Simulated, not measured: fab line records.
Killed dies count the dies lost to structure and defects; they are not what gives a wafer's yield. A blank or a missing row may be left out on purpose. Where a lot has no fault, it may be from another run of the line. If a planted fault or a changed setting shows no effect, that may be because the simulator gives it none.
What tool caused it? ; flow n5-finfet ; 9 lots, 27 wafers sampled, at 3 steps of a route of 1938

== WHAT THE GAUGES SHOWED, per wafer ==
N5_SD_EPI_P_EPI_MEAS_23.
lot;measured;on;thk-nm (nm)
L121;day 4 03:05;film-metro-02;59.9 61.0 62.3
L124;day 4 23:03;film-metro-01;59.4 61.1 61.4
L129;day 6 14:05;film-metro-02;49.3 49.0 48.8
L132;day 6 22:30;film-metro-02;50.8 48.6 50.3
L134;day 7 09:10;film-metro-02;61.0 61.3 61.9
L135;day 7 15:40;film-metro-02;60.2 61.2 61.6
L138;day 8 10:06;film-metro-02;61.7 60.2 61.3
L139;day 8 16:12;film-metro-02;60.1 61.0 60.4
L140;day 8 21:29;film-metro-02;61.0 60.6 61.3

== WHAT TOOL EACH LOT RAN ON (gives the tool, then ch and the chambers of the sampled wafers, and finally the start) ==
lot;N5_SD_EPI_N_LINER_46;N5_SD_EPI_P_EPI_21
L121;ald-sin-02 ch 0,1,3, day 3 21:31;epi-rpcvd-01 ch 0, day 4 00:10
L124;ald-sin-03 ch 1,3, day 4 18:16;epi-rpcvd-03 ch 0, day 4 21:34
L129;ald-sin-03 ch 1,2,3, day 6 03:50;epi-rpcvd-01 ch 0, day 6 09:30
L132;ald-sin-02 ch 2,3, day 6 18:02;epi-rpcvd-01 ch 0, day 6 20:40
L134;ald-sin-03 ch 1,2,3, day 7 04:53;epi-rpcvd-02 ch 0, day 7 06:59
L135;ald-sin-02 ch 1,3, day 7 11:21;epi-rpcvd-02 ch 0, day 7 13:50
L138;ald-sin-03 ch 1,2, day 8 05:49;epi-rpcvd-02 ch 0, day 8 08:37
L139;ald-sin-02 ch 0,1,2, day 8 10:50;epi-rpcvd-02 ch 0, day 8 14:43
L140;ald-sin-01 ch 0,1,3, day 8 16:22;epi-rpcvd-03 ch 0, day 8 19:03
- N5_SD_EPI_N_LINER_46: material SiNx, target thk 3 nm.
- N5_SD_EPI_P_EPI_21: deposits SiGe:B, time 355 s.

== THE ANSWER, worked out from the rows above alone ==
Rule: the usual values come from the lots themselves. Put in order of their means at a reading, lots are off if they are a third of the lots or fewer, leave a main group of 4 or more, and stand apart from it by a gap of 3 or more times the standard deviation of the main group's means; of several such gaps the widest counts. If all means in a main group match to the digits the tables above print for the reading, that group is not used. A lot without any number at a reading at which 4 lots or more have one is off too. Any other lot the step has rows for is counted as sound.
Off: L129, L132 (N5_SD_EPI_P_EPI_MEAS_23, thk-nm). The main group: mean 60.9 nm, standard deviation 0.28.
If a tool, at a process step before that reading, ran all the lots that are off and no sound lot after the first of them, it fits. The gauges at N5_SD_EPI_P_EPI_MEAS_23 are tried like those tools. One fits: N5_SD_EPI_P_EPI_21 on epi-rpcvd-01. A fault onset in the window from L121 (day 4 00:10, its last sound lot) to L129 (day 6 09:30, its first lot off) fits.

== WHAT THE SIMULATOR HAD PUT IN ==
Site profile drift: epi-rpcvd-01, from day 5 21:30 on, at N5_SD_EPI_P_EPI_21. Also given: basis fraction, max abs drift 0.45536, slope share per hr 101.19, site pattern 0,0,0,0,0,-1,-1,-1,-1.
Shown lots that were struck: L129, L132. This agrees with what the rule above found.
